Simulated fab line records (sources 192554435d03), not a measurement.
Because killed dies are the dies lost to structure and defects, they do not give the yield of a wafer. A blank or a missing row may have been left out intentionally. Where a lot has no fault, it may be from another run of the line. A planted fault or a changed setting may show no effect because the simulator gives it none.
8D (eight disciplines) problem report, filled in by code :: flow n5Finfet :: the parts of the form that need people (team, actions taken, sign-off) are left out

## 1. THE PROBLEM
At N5_BEOL_M1_ETCH_74, etchRfOnTimeS averages 3.50 s over 3 wafers from 2 lots, while fault-free wafers read 5.24 s, standard deviation 0.18. That is -9.7 standard deviations from the usual mean.
The step: etches underlayer in N2/H2, target depth 6.5 nm, time 5.2 s.
The first sign was on wafer L206.2 at day 8 06:53, on rieDiel-01. At this step, 29 wafers from 11 lots have a number in the record. Rule for "out", or "out of limits": more than 4 standard deviations from the usual mean. All remaining wafers that have a number are taken as sound.

## 2. WHAT IT IS AND WHAT IT IS NOT
question: which readings at this step
is: etchRfOnTimeS
is not: drypumpMotorCurrentA, rfVppV, showerheadPlenumPTorr, throttleValvePct

question: which lots
is: L206, L207
is not: L198, L199, L210, L214, L216, L218, L219, L220, L221

question: which wafers of those lots
is: L206.2, L206.5, L207.3
is not: L206.4, L207.1, L207.4

question: read on which tools
is: rieDiel-01
is not: rieDiel-02, rieDiel-04

question: when
is: from day 8 06:53
is not: up to then (7 sound wafers); but 19 sound wafers of L207, L210, L214, L216, L218, L219, L220, L221 came after

## 3. SUSPECTS, AND WHAT RULES EACH OUT
Counting: if a tool at a process step up to the reading ran every lot that is out, it stays a suspect. Sound lots after the first of them don't rule it out here, since some wafers of a struck lot are sound.
- rieDiel-06 at N5_BEOL_M0_STRIP_140 (strips in CF4): kept. Ran every lot that is out, first one L206 (day 8 02:02); last sound lot up to then L198 (day 7 00:27).
- pvdSputter-03 at N5_BEOL_M0_ANNEAL_133 (time 60 s): kept. Ran every lot that is out, first one L206 (day 8 04:19); last sound lot up to then L199 (day 6 08:25).
- rieDiel-01 at N5_BEOL_M1_ETCH_74 (etches underlayer in N2/H2, target depth 6.5 nm, time 5.2 s): kept. Ran every lot that is out, first one L206 (day 8 06:53); last sound lot up to then L198 (day 7 06:02). Out on those wafers are its own readings of etchRfOnTimeS.
After the count, these remain: rieDiel-06 at N5_BEOL_M0_STRIP_140, pvdSputter-03 at N5_BEOL_M0_ANNEAL_133 and rieDiel-01 at N5_BEOL_M1_ETCH_74.

## 4. THE CAUSE (what the simulator had put in)
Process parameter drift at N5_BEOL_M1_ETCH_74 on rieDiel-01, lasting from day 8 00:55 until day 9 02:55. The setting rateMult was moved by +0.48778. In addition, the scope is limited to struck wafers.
Of the 3 suspects that counting leaves, this tool is one.

## 5. THE CHAIN OF EFFECTS, in route order
Each row: a reading whose mean over the struck wafers that have a number lies more than 3 standard deviations from the usual. Only readings for which the record gives a usual standard deviation are gone through. hours: the time from each lot's start at the first step in this table that gives one to its start at this step, as a median over the lots. sigmas: the change in usual standard deviations.
hours: 0
step: N5_BEOL_M1_ETCH_74
reading: etchRfOnTimeS
usual: 5.24 s
on struck wafers: 3.50
change: -1.74
sigmas: -9.7
It contains these process steps:
- N5_BEOL_M1_ETCH_74: etches underlayer in N2/H2, target depth 6.5 nm, time 5.2 s.
Later measuring or inspecting steps at which every struck wafer that the step has a row for has a number for every such reading, and none has moved that far: N5_BEOL_M4_RC_MEAS_101.

## 6. WHAT WOULD HAVE CAUGHT IT SOONER
6 hours passed between the start of the fault at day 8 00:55 and the first reading out of limits in this record, taken at day 8 06:53.
